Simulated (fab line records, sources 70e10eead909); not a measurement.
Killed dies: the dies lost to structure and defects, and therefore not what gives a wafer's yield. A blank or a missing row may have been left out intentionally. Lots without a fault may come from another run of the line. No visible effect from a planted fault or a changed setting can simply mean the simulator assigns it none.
Chamber matching    flow nand_harc    rie_diel-07 running NHARC_A_BONDPAD_ETCH_24: 4 sister chambers
The step etches the open film in CF4/N2, target depth 30 nm, time 72.99 s. 4 wafers are shown with their chamber, then 6 later ones without.

## WAFERS, EACH WITH ITS CHAMBER
wafer   chamber  drypump_motor_current_A (A)
L330.2  0        6.2
L333.5  1        5.7
L335.1  3        6.5
L335.3  2        5.0

## WAFERS MISSING THEIR CHAMBER
wafer   drypump_motor_current_A (A)
L335.6  6.1
L336.1  5.1
L336.4  6.1
L336.6  6.5
L347.4  6.5
L347.6  6.6

## CHAMBER TAKEN BY EACH
wafer   from the rows above  in truth
L335.6  0                    0
L336.1  2                    2
L336.4  0                    0
L336.6  3                    3
L347.4  3                    3
L347.6  3                    3
Placed correctly: 6 of 6. Can't be placed from these rows: 0. 0 placed wrongly.
How it was worked out, from the rows above alone: a wafer's distance from a chamber is the root of the sum, over the readings, of the square of ((its reading less the chamber's mean) divided by the reading's scatter). If the next closest chamber is less than 2 further off than the closest, the wafer can't be placed; otherwise it belongs to the closest. The mean given for a chamber averages the wafers shown for that chamber. The scatter: root of mean squared gap, hidden wafer to nearest shown wafer, with one shown wafer a chamber.
